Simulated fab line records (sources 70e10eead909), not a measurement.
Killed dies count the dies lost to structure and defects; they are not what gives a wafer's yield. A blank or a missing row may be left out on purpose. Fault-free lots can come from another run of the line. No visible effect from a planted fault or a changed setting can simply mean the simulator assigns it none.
Matching of chambers | flow nand harc | cmp-01 running NHARC_A_WL_FILL_CMP_12: 4 sister chambers
The step polishes, t overpolish 30 s, target thk 75 nm. 42 wafers are shown with their chamber, then 12 later ones without.

WAFERS PAIRED WITH THEIR CHAMBERS
wafer  | chamber | motor current A (A) | time to endpoint s (s) | overpolish run s (s)
L074.3 | 0       | 12.0                | 9.9                    | 30.004
L074.4 | 3       | 12.2                | 12.7                   | 29.991
L074.5 | 0       | 11.4                | 12.2                   | 29.991
L074.1 | 2       | 11.2                | 13.5                   | 29.992
L074.2 | 1       | 11.1                | 9.7                    | 30.010
L074.6 | 1       | 11.3                | 14.1                   | 29.993
L077.1 | 0       | 11.9                | 9.9                    | 30.003
L077.2 | 3       | 11.8                | 13.2                   | 29.995
L077.5 | 0       | 11.1                | 13.3                   | 30.002
L076.1 | 1       | 11.2                | 15.9                   | 29.999
L076.3 | 0       | 11.4                | 12.8                   | 30.000
L076.4 | 3       | 12.5                | 12.1                   | 29.990
L081.4 | 1       | 10.5                | 15.3                   | 29.996
L081.5 | 3       | 11.8                | 17.3                   | 29.998
L081.6 | 2       | 11.6                | 15.3                   | 29.995
L084.2 | 2       | 12.0                | 13.6                   | 29.994
L084.4 | 1       | 10.9                | 14.5                   | 30.006
L084.6 | 1       | 11.1                | 15.8                   | 29.998
L082.3 | 3       | 11.9                | 15.4                   | 30.006
L082.5 | 0       | 11.9                | 16.8                   | 29.986
L082.6 | 3       | 12.3                | 14.4                   | 29.994
L085.1 | 2       | 12.0                | 12.7                   | 30.007
L085.3 | 3       | 11.8                | 10.1                   | 29.999
L085.5 | 2       | 11.8                | 13.7                   | 29.997
L085.2 | 0       | 12.0                | 12.4                   | 29.985
L085.4 | 1       | 11.2                | 13.2                   | 29.990
L085.6 | 3       | 11.4                | 13.6                   | 29.989
L089.2 | 3       | 11.8                | 12.3                   | 30.001
L089.4 | 1       | 10.6                | 13.1                   | 30.019
L089.5 | 3       | 10.8                | 13.6                   | 29.994
L086.2 | 3       | 12.3                | 9.9                    | 29.996
L086.3 | 2       | 11.4                | 12.8                   | 30.011
L086.6 | 1       | 11.1                | 14.0                   | 30.005
L088.1 | 1       | 10.9                | 14.7                   | 30.003
L088.2 | 0       | 11.4                | 12.3                   | 30.007
L088.5 | 1       | 11.3                | 13.0                   | 30.006
L091.2 | 0       | 11.8                | 12.1                   | 30.009
L091.3 | 2       | 12.0                | 12.4                   | 29.996
L091.6 | 2       | 11.8                | 13.9                   | 30.006
L094.1 | 3       | 11.8                | 14.7                   | 29.993
L094.2 | 2       | 11.8                | 16.2                   | 29.998
L094.3 | 1       | 11.2                | 17.6                   | 30.004

SIGNATURES (means of the wafers above)
reading            | chamber 0 | chamber 1 | chamber 2 | chamber 3 | scatter within a chamber
motor current A    | 11.656    | 11.033    | 11.733    | 11.867    | 0.345
time to endpoint s | 12.411    | 14.242    | 13.789    | 13.275    | 1.89
overpolish run s   | 29.99856  | 30.00242  | 29.99956  | 29.99550  | 0.00716
Rule: a wafer's distance from a chamber is the root of the sum, over the readings, of the square of ((its reading less the chamber's mean) divided by the reading's scatter). If the next closest chamber is less than 2 further off than the closest, the wafer can't be placed; otherwise it belongs to the closest. The scatter: take each reading less its chamber's mean, square it, sum over the shown wafers, divide by the number of wafers less the number of chambers, and take the root.

WAFERS WITH NO CHAMBER GIVEN
wafer  | motor current A (A) | time to endpoint s (s) | overpolish run s (s)
L093.1 | 11.8                | 14.9                   | 30.007
L093.2 | 11.9                | 12.8                   | 30.011
L093.5 | 11.7                | 13.4                   | 30.020
L095.2 | 12.3                | 18.3                   | 30.004
L095.3 | 12.3                | 14.5                   | 29.994
L095.6 | 11.9                | 16.0                   | 30.014
L096.2 | 11.2                | 12.7                   | 29.997
L096.3 | 12.2                | 13.9                   | 30.005
L096.6 | 11.3                | 16.2                   | 30.019
L097.2 | 11.5                | 16.1                   | 29.991
L097.4 | 11.5                | 16.4                   | 29.991
L097.6 | 11.7                | 13.6                   | 29.987

CHAMBER TAKEN BY EACH
wafer  | from the rows above               | in truth
L093.1 | can't be placed: 2 or 0 or 3 or 1 | 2
L093.2 | can't be placed: 2 or 0 or 3 or 1 | 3
L093.5 | can't be placed: 2 or 0 or 1 or 3 | 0
L095.2 | can't be placed: 2 or 3 or 0 or 1 | 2
L095.3 | can't be placed: 3 or 2 or 0      | 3
L095.6 | can't be placed: 2 or 0 or 3 or 1 | 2
L096.2 | can't be placed: 1 or 0 or 2 or 3 | 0
L096.3 | can't be placed: 2 or 3 or 0 or 1 | 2
L096.6 | can't be placed: 1 or 2 or 0 or 3 | 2
L097.2 | can't be placed: 2 or 3 or 0 or 1 | 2
L097.4 | can't be placed: 2 or 3 or 1 or 0 | 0
L097.6 | can't be placed: 3 or 0 or 2 or 1 | 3
Placed correctly: 0 of 12. Cannot be placed on the basis of these rows: 12; the candidates contain the true chamber in 12. 0 placed wrongly.
